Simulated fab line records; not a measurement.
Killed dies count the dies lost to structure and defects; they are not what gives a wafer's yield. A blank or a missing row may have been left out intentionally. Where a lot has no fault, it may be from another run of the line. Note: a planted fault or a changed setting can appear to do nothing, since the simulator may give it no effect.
fab line records    flow n5Finfet
record lots=7  wafers=21
route steps=1938 shown BEOL_M2@846 BEOL_M3@941 BEOL_M4@1021 BEOL_M5@1123
startH: the number of hours between the record's first day and the start of the first shown wafer of the lot    waitH: how many hours have passed since the lot's step before this one    " the same as in the row above    L1.1+2: a row that stands for several wafers    - value missing, or start not given    * or withheld: withheld    < > ~ a bound
route shown NAME@n: NAME is a module with steps in the file, n the number in the route of the first one    usual: mean and standard deviation over wafers with no fault    same: alike in all rows    chamber/n: place in a boat    sites: per-site readings    _std_site: standard deviation of those values    _edge_site: outer sites' mean less inner sites'    radiusMm: how far each site lies from the wafer's centre    mask NAME#n: copy n    behind: tool/chamber where the wafer was last shaped    hold: why the lot was held/for how many hours/how that ended    device: whichever transistor did not switch (one of n, p or np)    end of line: the same wafers' tests at the end of the route    a step with no rows: only its recipe    killed: at the first sort, the dies lost to defects and structure; wafer yield is something else    map: a wafer's dies, marking killed ones x, the rest . and places with no die _
set.NAME: the setting as run; set.NAME@STEP: as run at that earlier step    model.NAME: the simulator's own value behind a step, which no gauge read
lots run with intentionally changed settings; tables by step, rows by wafer
## steps
# step N5_BEOL_M2_COAT_62
# recipe resist=SiARC  tempC=220  timeS=60  spinRpm=1500  resistThkNm=12
lot.wafer   tool           chamber  startH  waitH  set.spinRpm  model.SiARC_of_BEOL_M2_COAT_62.thkNm
L076.3+6    lithoTrack-01  0        -       -      1500         12
L076.5      "              0        "       "      1654         11.4
L078.1      lithoTrack-01  0        -       -      1500         12
L078.3+6    "              0        "       "      1558         11.8
L079.2+5+6  lithoTrack-03  0        -       -      1500         12
L080.1+3    lithoTrack-03  0        -       -      1500         12
L080.4      "              0        "       "      1440         12.2
L083.3      lithoTrack-02  0        -       -      1500         12
L083.4+6    "              0        "       "      1365         12.6
L085.3+6    lithoTrack-02  0        -       -      1611         11.6
L085.5      "              0        "       "      1500         12
L087.2+4+5  lithoTrack-02  0        -       -      1500         12
# step N5_BEOL_M2_COAT_73
# recipe resist=underlayer  tempC=205  timeS=60  spinRpm=1500  resistThkNm=5
# step N5_BEOL_M2_COAT_05
# recipe resist=CAR-EUV  spinRpm=1500  resistThkNm=30
# step N5_BEOL_M2_DESCUM_16
# recipe chemistry=O2  timeS=7  sourcePowerW=50  biasPowerW=20  pressureMtorr=20  rfFrequencyHz=2.712e+07  tempC=40  resist=CAR-EUV  o2FlowSccm=225
# step N5_BEOL_M2_ETCH_74
# recipe chemistry=N2/H2  target=underlayer  targetDepthA=65  maskMaterial=CAR-EUV  timeS=5.2  ionEnergyEv=200  pressureMtorr=30  sourceW=840  biasW=150  n2FlowSccm=200  h2FlowSccm=200  ends=cleared
# step N5_BEOL_M2_ETCH_63
# recipe chemistry=CF4  target=SiARC  targetDepthA=156  maskMaterial=CAR-EUV  timeS=26  ionEnergyEv=80  pressureMtorr=40  sourceW=545  biasW=36  Ar_flow_sccm=100  cf4FlowSccm=100  ends=cleared
lot.wafer  tool        chamber  startH  waitH  set.spinRpm@BEOL_M2_COAT_62  model.etch.depthNm
L076.3+6   rieDiel-01  1,3      146.63  0.0    1500                         12.01
L076.5     "           1        "       "      1654                         11.43
L078.1     rieDiel-05  3        162.61  0.0    1500                         12
L078.3+6   "           2        "       "      1558                         11.8
L079.2+6   rieDiel-05  2,1      162.89  0.0    1500                         12.04
L079.5     "           2        "       "      1500                         12.03
L080.1     rieDiel-05  3        168.86  0.0    1500                         12.04
L080.3     "           0        "       "      1500                         11.98
L080.4     "           1        "       "      1440                         12.27
L083.3     rieDiel-01  2        195.78  0.0    1500                         12
L083.4     "           1        "       "      1365                         12.56
L083.6     "           1        "       "      1365                         12.61
L085.3     rieDiel-05  0        210.05  0.0    1611                         11.65
L085.5     "           2        "       "      1500                         12.05
L085.6     "           1        "       "      1611                         11.63
L087.2     rieDiel-03  2        222.65  0.0    1500                         11.94
L087.4     "           3        "       "      1500                         11.96
L087.5     "           0        "       "      1500                         11.95
# step N5_BEOL_M2_ETCH_64
# recipe chemistry=N2/H2  target=SOC  targetDepthA=750  overetchA=225  maskMaterial=SiARC  tempC=40  timeS=121.9  ionEnergyEv=200  pressureMtorr=30  sourceW=840  biasW=150  n2FlowSccm=200  h2FlowSccm=200
lot.wafer  tool        chamber  startH  waitH  set.spinRpm@BEOL_M2_COAT_61  model.etch.depthNm
L076.3     rieDiel-01  1        146.66  0.0    1452                         60.98
L076.5     "           1        "       "      1500                         59.95
L076.6     "           3        "       "      1452                         61.07
L078.1     rieDiel-05  3        162.64  0.0    1584                         58.47
L078.3     "           2        "       "      1500                         60.35
L078.6     "           2        "       "      1584                         58.45
L079.2     rieDiel-05  2        162.91  0.0    1500                         59.69
L079.5     "           2        "       "      1500                         59.97
L079.6     "           1        "       "      1500                         59.96
L080.1+3   rieDiel-05  3,0      168.89  0.0    1500                         60.07
L080.4     "           1        "       "      1500                         60.05
L083.3     rieDiel-01  2        195.80  0.0    1500                         60.1
L083.4     "           1        "       "      1500                         60.07
L083.6     "           1        "       "      1500                         60.12
L085.3     rieDiel-05  0        210.08  0.0    1596                         57.86
L085.5     "           2        "       "      1500                         59.78
L085.6     "           1        "       "      1596                         57.99
L087.2     rieDiel-03  2        222.68  0.0    1500                         59.91
L087.4     "           3        "       "      1388                         62.32
L087.5     "           0        "       "      1500                         60.07
# step N5_BEOL_M2_STRIP_65
# recipe chemistry=N2/H2  tempC=40  n2FlowSccm=200  h2FlowSccm=200  rfFrequencyHz=6e+07
# step N5_BEOL_M2_STRIP_75
# recipe chemistry=N2/H2  tempC=40  n2FlowSccm=200  h2FlowSccm=200  rfFrequencyHz=6e+07
# step N5_BEOL_M2_STRIP_66
# recipe chemistry=CF4  resist=SiARC  powerW=300  biasPowerW=75  pressureMtorr=50  cf4FlowSccm=150  rfFrequencyHz=6e+07
# step N5_BEOL_M2_HM_OPEN_17
# recipe chemistry=Cl2/BCl3  targetDepthA=200  overetchA=60  target=TiN  maskMaterial=SOC  ionEnergyEv=150  pressureMtorr=10  icpW=1000  biasW=126  Cl2_flow_sccm=53.25  bcl3FlowSccm=21.75  Ar_flow_sccm=25
lot.wafer   tool         chamber  startH  waitH  set.spinRpm@BEOL_M2_COAT_61  model.SOC_of_BEOL_M2_COAT_61.thkNm
L076.3      rieMetal-01  0        146.86  0.1    1452                         53.4
L076.5      "            0        "       "      1500                         52.4
L076.6      "            1        "       "      1452                         52.8
L078.1+6    rieMetal-01  1        162.82  0.0    1584                         50.2
L078.3      "            1        "       "      1500                         52
L079.2+5+6  rieMetal-03  1,0,1    163.09  0.0    1500                         51.8
L080.1+3    rieMetal-01  1        169.06  0.0    1500                         52
L080.4      "            1        "       "      1500                         51.8
L083.3+6    rieMetal-02  0        196.02  0.1    1500                         52.4
L083.4      "            1        "       "      1500                         51.6
L085.3      rieMetal-03  1        210.28  0.1    1596                         49.8
L085.5      "            0        "       "      1500                         51.6
L085.6      "            1        "       "      1596                         50
L087.2      rieMetal-01  1        222.85  0.0    1500                         51.6
L087.4      "            0        "       "      1388                         54.6
L087.5      "            0        "       "      1500                         52.4
# step N5_BEOL_M3_EXPOSE_08
# recipe maskId=M3  na=0.33  sourceShape=dipole  sigmaInner=0.369  sigmaOuter=0.767  polarization=unpolarized  doseMj=33
lot.wafer   tool           chamber  startH  waitH  mask  set.doseMj
L076.3+6    euvScanner-01  0        165.21  -      M3#0  34.39
L076.5      "              0        "       "      M3#0  33
L078.1+3    euvScanner-01  0        172.67  -      M3#0  33
L078.6      "              0        "       "      M3#0  30.95
L079.2+5+6  euvScanner-02  0        175.24  -      M3#0  33
L080.1+3+4  euvScanner-01  0        178.84  -      M3#0  33
L083.3      euvScanner-01  0        209.01  -      M3#0  34.23
L083.4+6    "              0        "       "      M3#0  33
L085.3      euvScanner-01  0        225.61  -      M3#0  35.14
L085.5+6    "              0        "       "      M3#0  33
L087.2+4+5  euvScanner-01  0        230.30  -      M3#0  33
# step N5_BEOL_M3_PEB_09
# recipe pebTempC=100  pebTimeS=60  resist=CAR-EUV
# step N5_BEOL_M3_DEVELOP_10
# recipe developTimeS=30  developer=TMAH  resist=CAR-EUV  rinseLiquid=surfactantRinse  dry=airSpin  devTempC=23
# step N5_BEOL_M3_CD_MEAS_11
# recipe targetCdNm=17.05  landingEnergyEv=500  detector=seInlens  polarity=opening
# usual cdNm=16.95/0.24
lot.wafer  tool      chamber  startH  waitH  set.doseMj@BEOL_M3_EXPOSE_08  cdNm
L076.3     cdSem-01  0        165.33  -      34.39                         17.70
L076.5     "         0        "       "      33                            16.68
L076.6     "         0        "       "      34.39                         17.95
L078.1     cdSem-02  0        172.80  -      33                            16.79
L078.3     "         0        "       "      33                            16.87
L078.6     "         0        "       "      30.95                         15.52
L079.2     cdSem-02  0        175.36  -      33                            17.06
L079.5     "         0        "       "      33                            16.57
L079.6     "         0        "       "      33                            17.04
L080.1     cdSem-01  0        178.97  -      33                            17.08
L080.3     "         0        "       "      33                            16.83
L080.4     "         0        "       "      33                            16.78
L083.3     cdSem-03  0        209.13  -      34.23                         17.92
L083.4     "         0        "       "      33                            16.59
L083.6     "         0        "       "      33                            16.79
L085.3     cdSem-03  0        225.73  -      35.14                         17.85
L085.5     "         0        "       "      33                            16.97
L085.6     "         0        "       "      33                            16.89
L087.2     cdSem-02  0        230.42  -      33                            16.92
L087.4     "         0        "       "      33                            16.93
L087.5     "         0        "       "      33                            17.15
# step N5_BEOL_M3_DESCUM_16
# recipe chemistry=O2  timeS=7  sourcePowerW=50  biasPowerW=20  pressureMtorr=20  rfFrequencyHz=2.712e+07  tempC=40  resist=CAR-EUV  o2FlowSccm=225
# step N5_BEOL_M3_ETCH_74
# recipe chemistry=N2/H2  target=underlayer  targetDepthA=65  maskMaterial=CAR-EUV  timeS=5.2  ionEnergyEv=200  pressureMtorr=30  sourceW=840  biasW=150  n2FlowSccm=200  h2FlowSccm=200  ends=cleared
lot.wafer  tool        chamber  startH  waitH  set.doseMj@BEOL_M3_EXPOSE_08  model.BEOL_M3.cdOffsetNm
L076.3+6   rieDiel-04  2,0      165.69  0.0    34.39                         0.8
L076.5     "           3        "       "      33                            -0.2
L078.1+3   rieDiel-06  1        173.18  0.0    33                            0
L078.6     "           1        "       "      30.95                         -1.6
L079.2     rieDiel-02  2        175.51  0.0    33                            0
L079.5+6   "           2,3      "       "      33                            -0.2
L080.1     rieDiel-04  0        179.13  0.0    33                            0
L080.3     "           2        "       "      33                            0.4
L080.4     "           3        "       "      33                            -0.2
L083.3     rieDiel-06  0        209.73  0.0    34.23                         0.6
L083.4     "           2        "       "      33                            -0.4
L083.6     "           0        "       "      33                            0
L085.3     rieDiel-04  2        226.22  0.0    35.14                         1.4
L085.5     "           3        "       "      33                            -0.4
L085.6     "           0        "       "      33                            -0.2
L087.2+4   rieDiel-06  3        230.59  0.0    33                            0.4
L087.5     "           3        "       "      33                            0.2
# step N5_BEOL_M3_ETCH_63
# recipe chemistry=CF4  target=SiARC  targetDepthA=156  maskMaterial=CAR-EUV  timeS=26  ionEnergyEv=80  pressureMtorr=40  sourceW=545  biasW=36  Ar_flow_sccm=100  cf4FlowSccm=100  ends=cleared
lot.wafer  tool        chamber  startH  waitH  set.doseMj@BEOL_M3_EXPOSE_08  model.BEOL_M3.cdOffsetNm
L076.3+6   rieDiel-04  2,0      165.71  0.0    34.39                         1
L076.5     "           3        "       "      33                            -0.4
L078.1     rieDiel-06  1        173.20  0.0    33                            -0.2
L078.3     "           1        "       "      33                            0
L078.6     "           1        "       "      30.95                         -1.8
L079.2     rieDiel-02  2        175.53  0.0    33                            0
L079.5+6   "           2,3      "       "      33                            -0.2
L080.1     rieDiel-04  0        179.14  0.0    33                            0.2
L080.3     "           2        "       "      33                            0.4
L080.4     "           3        "       "      33                            -0.4
L083.3     rieDiel-06  0        209.75  0.0    34.23                         0.8
L083.4     "           2        "       "      33                            -0.6
L083.6     "           0        "       "      33                            0.2
L085.3     rieDiel-04  2        226.24  0.0    35.14                         1.4
L085.5     "           3        "       "      33                            -0.6
L085.6     "           0        "       "      33                            -0.2
L087.2+5   rieDiel-06  3        230.62  0.0    33                            0.2
L087.4     "           3        "       "      33                            0.4
# step N5_BEOL_M3_ETCH_64
# recipe chemistry=N2/H2  target=SOC  targetDepthA=750  overetchA=150  maskMaterial=SiARC  tempC=40  timeS=112.5  ionEnergyEv=200  pressureMtorr=30  sourceW=840  biasW=150  n2FlowSccm=200  h2FlowSccm=200
lot.wafer  tool        chamber  startH  waitH  set.timeS  set.doseMj@BEOL_M3_EXPOSE_08  model.BEOL_M3.cdOffsetNm  model.SiARC_of_BEOL_M3_COAT_62.thkNm
L076.3     rieDiel-04  2        165.73  0.0    102.3      34.39                         0.6                       7.6
L076.5     "           3        "       "      112.5      33                            -0.2                      6.8
L076.6     "           0        "       "      112.5      34.39                         0.6                       7
L078.1     rieDiel-06  1        173.24  0.0    95.26      33                            -0.4                      7.6
L078.3     "           1        "       "      112.5      33                            0                         7
L078.6     "           1        "       "      112.5      30.95                         -1.6                      6.8
L079.2     rieDiel-02  2        175.56  0.0    112.5      33                            0                         7
L079.5     "           2        "       "      112.5      33                            -0.4                      7
L079.6     "           3        "       "      112.5      33                            -0.2                      6.6
L080.1     rieDiel-04  0        179.17  0.0    112.5      33                            0                         7
L080.3     "           2        "       "      112.5      33                            0.4                       7
L080.4     "           3        "       "      112.5      33                            -0.2                      6.8
L083.3     rieDiel-06  0        209.78  0.0    112.5      34.23                         0.4                       6.8
L083.4     "           2        "       "      112.5      33                            -0.4                      7.2
L083.6     "           0        "       "      112.5      33                            0                         6.8
L085.3     rieDiel-04  2        226.27  0.0    94.09      35.14                         1.2                       7.8
L085.5     "           3        "       "      112.5      33                            -0.6                      6.8
L085.6     "           0        "       "      112.5      33                            0.2                       7
L087.2     rieDiel-06  3        230.66  0.0    133.3      33                            0.8                       5.8
L087.4     "           3        "       "      112.5      33                            0.6                       6.8
L087.5     "           3        "       "      112.5      33                            0.4                       6.8
# step N5_BEOL_M3_STRIP_65
# recipe chemistry=N2/H2  tempC=40  n2FlowSccm=200  h2FlowSccm=200  rfFrequencyHz=6e+07
# step N5_BEOL_M3_STRIP_75
# recipe chemistry=N2/H2  tempC=40  n2FlowSccm=200  h2FlowSccm=200  rfFrequencyHz=6e+07
# step N5_BEOL_M3_STRIP_66
# recipe chemistry=CF4  resist=SiARC  powerW=300  biasPowerW=75  pressureMtorr=50  cf4FlowSccm=150  rfFrequencyHz=6e+07
# step N5_BEOL_M3_HM_OPEN_17
# recipe chemistry=Cl2/BCl3  targetDepthA=200  overetchA=60  target=TiN  maskMaterial=SOC  ionEnergyEv=150  pressureMtorr=10  icpW=1000  biasW=126  Cl2_flow_sccm=53.25  bcl3FlowSccm=21.75  Ar_flow_sccm=25
lot.wafer  tool         chamber  startH  waitH  set.doseMj@BEOL_M3_EXPOSE_08  model.BEOL_M3.cdOffsetNm
L076.3     rieMetal-02  0        165.93  0.1    34.39                         0.8
L076.5     "            1        "       "      33                            -0.2
L076.6     "            0        "       "      34.39                         1
L078.1     rieMetal-02  1        173.49  0.0    33                            -0.4
L078.3     "            0        "       "      33                            0.4
L078.6     "            0        "       "      30.95                         -1.4
L079.2+6   rieMetal-01  1        175.76  0.1    33                            0
L079.5     "            1        "       "      33                            -0.2
L080.1     rieMetal-03  0        179.34  0.0    33                            0
L080.3     "            0        "       "      33                            0.6
L080.4     "            1        "       "      33                            -0.2
L083.3     rieMetal-01  0        210.02  0.1    34.23                         0.4
L083.4     "            1        "       "      33                            -0.2
L083.6     "            1        "       "      33                            0
L085.3     rieMetal-01  1        226.47  0.1    35.14                         1.2
L085.5     "            0        "       "      33                            -0.8
L085.6     "            1        "       "      33                            0.2
L087.2     rieMetal-03  1        230.90  0.0    33                            0.8
L087.4     "            0        "       "      33                            0.6
L087.5     "            0        "       "      33                            0.4
# step N5_BEOL_M4_ILD_DEP_00
# recipe material=SiOC  targetThkA=790  tempC=350  precursor=DEMS/O2  pressureTorr=5  rfW=500  timeS=15.3
lot.wafer  tool      chamber  startH  waitH  set.timeS  model.SiOC_of_BEOL_M4_ILD_DEP_00.thkNm
L076.3     pecvd-03  0        173.32  0.0    16.98      87
L076.5     "         2        "       "      15.3       77.8
L076.6     "         1        "       "      15.3       80.6
L078.1     pecvd-02  1        185.11  0.0    14.39      72.8
L078.3     "         2        "       "      14.39      73.4
L078.6     "         0        "       "      15.3       80.6
L080.1     pecvd-03  2        187.06  0.0    15.3       77.6
L080.3     "         0        "       "      13.03      65.6
L080.4     "         1        "       "      15.3       80.2
L079.2     pecvd-03  1        188.63  0.0    15.3       80.6
L079.5     "         2        "       "      15.3       77.6
L079.6     "         1        "       "      15.3       80.4
L083.3     pecvd-02  1        222.47  0.0    13.77      69.6
L083.4     "         2        "       "      13.77      71.2
L083.6     "         1        "       "      15.3       78.4
L085.3     pecvd-02  1        234.46  0.0    15.3       77.6
L085.5     "         2        "       "      14.31      74.6
L085.6     "         0        "       "      15.3       81.2
L087.2     pecvd-02  2        237.19  0.0    16.6       85.6
L087.4     "         1        "       "      15.3       79.2
L087.5     "         2        "       "      16.6       86.6
# step N5_BEOL_M4_THK_MEAS_01
# recipe reads=SiOC_of_BEOL_M4_ILD_DEP_00
# usual M4_ILD_THK=78.9/1.3
lot.wafer  tool          chamber  startH  waitH  set.timeS@BEOL_M4_ILD_DEP_00  M4_ILD_THK[nm]
L076.3     filmMetro-02  -        173.39  0.1    16.98                         87.0
L076.5     "             -        "       "      15.3                          77.9
L076.6     "             -        "       "      15.3                          80.6
L078.1     filmMetro-02  -        185.18  0.0    14.39                         72.9
L078.3     "             -        "       "      14.39                         73.4
L078.6     "             -        "       "      15.3                          80.6
L080.1     filmMetro-02  -        187.13  0.0    15.3                          77.5
L080.3     "             -        "       "      13.03                         65.6
L080.4     "             -        "       "      15.3                          80.2
L079.2     filmMetro-01  -        188.70  0.1    15.3                          80.7
L079.5     "             -        "       "      15.3                          77.7
L079.6     "             -        "       "      15.3                          80.2
L083.3     filmMetro-01  -        222.54  0.1    13.77                         69.6
L083.4     "             -        "       "      13.77                         71.3
L083.6     "             -        "       "      15.3                          78.3
L085.3     filmMetro-01  -        234.53  0.1    15.3                          77.6
L085.5     "             -        "       "      14.31                         74.6
L085.6     "             -        "       "      15.3                          81.3
L087.2     filmMetro-02  -        237.26  0.1    16.6                          85.5
L087.4     "             -        "       "      15.3                          79.3
L087.5     "             -        "       "      16.6                          86.6
# step N5_BEOL_M5_EXPOSE_08
# recipe maskId=M5  na=0.33  sourceShape=annular  sigmaInner=0.4  sigmaOuter=0.8  polarization=unpolarized  targetCdNm=28  doseMj=35.75
lot.wafer   tool           chamber  startH  waitH  mask  set.doseMj
L076.3+5+6  euvScanner-02  0        200.65  -      M5#0  34.56
L078.1      euvScanner-01  0        203.59  -      M5#0  35.75
L078.3+6    "              0        "       "      M5#0  34.68
L080.1      euvScanner-02  0        208.81  -      M5#0  35.75
L080.3+4    "              0        "       "      M5#0  36.79
L079.2+5+6  euvScanner-02  0        208.90  -      M5#0  35.75
L083.3      euvScanner-01  0        233.61  -      M5#0  37.44
L083.4+6    "              0        "       "      M5#0  35.75
L085.3+5+6  euvScanner-01  0        254.63  -      M5#0  35.75
L087.2+5    euvScanner-01  0        254.89  -      M5#0  35.75
L087.4      "              0        "       "      M5#0  34.27
# step N5_BEOL_M5_ETCH_72
# recipe chemistry=N2/H2  target=underlayer  targetDepthA=65  maskMaterial=CAR-EUV  timeS=5.2  ionEnergyEv=200  pressureMtorr=30  sourceW=840  biasW=150  n2FlowSccm=200  h2FlowSccm=200  ends=cleared
# usual rfVppV=522.9/2.3
lot.wafer  tool        chamber  startH  waitH  set.biasW  set.doseMj@BEOL_M5_EXPOSE_08  rfVppV  model.BEOL_M5.cdNm
L076.3     rieDiel-06  0        200.93  0.0    170.8      34.56                         568.2   27.4
L076.5     "           0        "       "      150        34.56                         520.5   27.8
L076.6     "           2        "       "      170.8      34.56                         571.3   26.8
L078.1     rieDiel-04  2        204.04  0.0    150        35.75                         525.2   28
L078.3     "           0        "       "      142.1      34.68                         505.7   27.2
L078.6     "           0        "       "      150        34.68                         522.4   27.4
L080.1     rieDiel-02  2        209.33  0.0    150        35.75                         521.9   28
L080.3     "           0        "       "      150        36.79                         523.5   28.6
L080.4     "           3        "       "      150        36.79                         520.8   28.6
L079.2     rieDiel-04  3        209.45  0.0    150        35.75                         526.8   28.4
L079.5     "           1        "       "      150        35.75                         525.9   28.2
L079.6     "           0        "       "      150        35.75                         522.7   28.4
L083.3     rieDiel-04  0        233.88  0.0    150        37.44                         522.8   29
L083.4     "           3        "       "      150        35.75                         525.4   28.2
L083.6     "           2        "       "      150        35.75                         525.5   28
L085.3     rieDiel-06  2        254.90  0.0    150        35.75                         523.9   27.6
L085.5     "           2        "       "      160.6      35.75                         552.7   27.8
L085.6     "           3        "       "      150        35.75                         519.8   27.6
L087.2     rieDiel-06  2        255.17  0.0    140.2      35.75                         502.1   27.8
L087.4     "           0        "       "      140.2      34.27                         500.6   26.8
L087.5     "           2        "       "      150        35.75                         526.9   27.8
# step N5_BEOL_M5_COAT_65
# recipe resist=SOC  tempC=250  timeS=60  spinRpm=1500  resistThkNm=60
lot.wafer  tool           chamber  startH  waitH  set.spinRpm  model.SOC_of_BEOL_M5_COAT_65.thkNm
L076.3+5   lithoTrack-03  0        201.73  0.2    1420         61.8
L076.6     "              0        "       "      1500         60
L078.1     lithoTrack-03  0        207.13  2.7    1500         60.2
L078.3     "              0        "       "      1651         57.4
L078.6     "              0        "       "      1500         60
L079.2+5   lithoTrack-03  0        211.09  1.1    1500         60.2
L079.6     "              0        "       "      1500         60
L080.1+3   lithoTrack-05  0        211.09  1.3    1500         60.2
L080.4     "              0        "       "      1500         60
L083.3+4   lithoTrack-03  0        237.01  2.7    1565         58.8
L083.6     "              0        "       "      1500         59.8
L087.2+4   lithoTrack-01  0        257.14  1.6    1592         58.2
L087.5     "              0        "       "      1500         60
L085.3     lithoTrack-05  0        257.14  1.8    1500         60
L085.5+6   "              0        "       "      1500         60.2
## key
split step=N5_BEOL_M2_COAT_62  setting=spinRpm  stated=1500  by=wafer
response step=N5_BEOL_M2_COAT_62  reading=model.SiARC_of_BEOL_M2_COAT_62.thkNm  change=-0.0591  per=1%  r=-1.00
response step=N5_BEOL_M2_ETCH_63  reading=model.etch.depthNm  change=-0.059  per=1%  r=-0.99
split step=N5_BEOL_M3_EXPOSE_08  setting=doseMj  stated=33  by=wafer
response step=N5_BEOL_M3_CD_MEAS_11  reading=cdNm  change=+0.209  per=1%  r=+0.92
response step=N5_BEOL_M3_ETCH_74  reading=model.BEOL_M3.cdOffsetNm  change=+0.251  per=1%  r=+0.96
response step=N5_BEOL_M3_ETCH_63  reading=model.BEOL_M3.cdOffsetNm  change=+0.284  per=1%  r=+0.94
response step=N5_BEOL_M3_ETCH_64  reading=model.BEOL_M3.cdOffsetNm  change=+0.208  per=1%  r=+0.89
response step=N5_BEOL_M3_HM_OPEN_17  reading=model.BEOL_M3.cdOffsetNm  change=+0.222  per=1%  r=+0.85
split step=N5_BEOL_M3_ETCH_64  setting=timeS  stated=112.5  by=wafer
response step=N5_BEOL_M3_ETCH_64  reading=model.SiARC_of_BEOL_M3_COAT_62.thkNm  change=-0.0543  per=1%  r=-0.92
split step=N5_BEOL_M4_ILD_DEP_00  setting=timeS  stated=15.3  by=wafer
response step=N5_BEOL_M4_ILD_DEP_00  reading=model.SiOC_of_BEOL_M4_ILD_DEP_00.thkNm  change=+0.843  per=1%  r=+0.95
response step=N5_BEOL_M4_THK_MEAS_01  reading=M4_ILD_THK  change=+0.837  per=1%  r=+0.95
split step=N5_BEOL_M5_EXPOSE_08  setting=doseMj  stated=35.75  by=wafer
response step=N5_BEOL_M5_ETCH_72  reading=model.BEOL_M5.cdNm  change=+0.215  per=1%  r=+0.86
split step=N5_BEOL_M5_ETCH_72  setting=biasW  stated=150  by=wafer
response step=N5_BEOL_M5_ETCH_72  reading=rfVppV  change=+3.72  per=1%  r=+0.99
split step=N5_BEOL_M5_COAT_65  setting=spinRpm  stated=1500  by=wafer
response step=N5_BEOL_M5_COAT_65  reading=model.SOC_of_BEOL_M5_COAT_65.thkNm  change=-0.28  per=1%  r=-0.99
split outsideThisFile step=N5_BEOL_M2_COAT_61 setting=spinRpm
# split outsideThisFile: this setting was split too, and the file shows its column; the key of that split is in another file
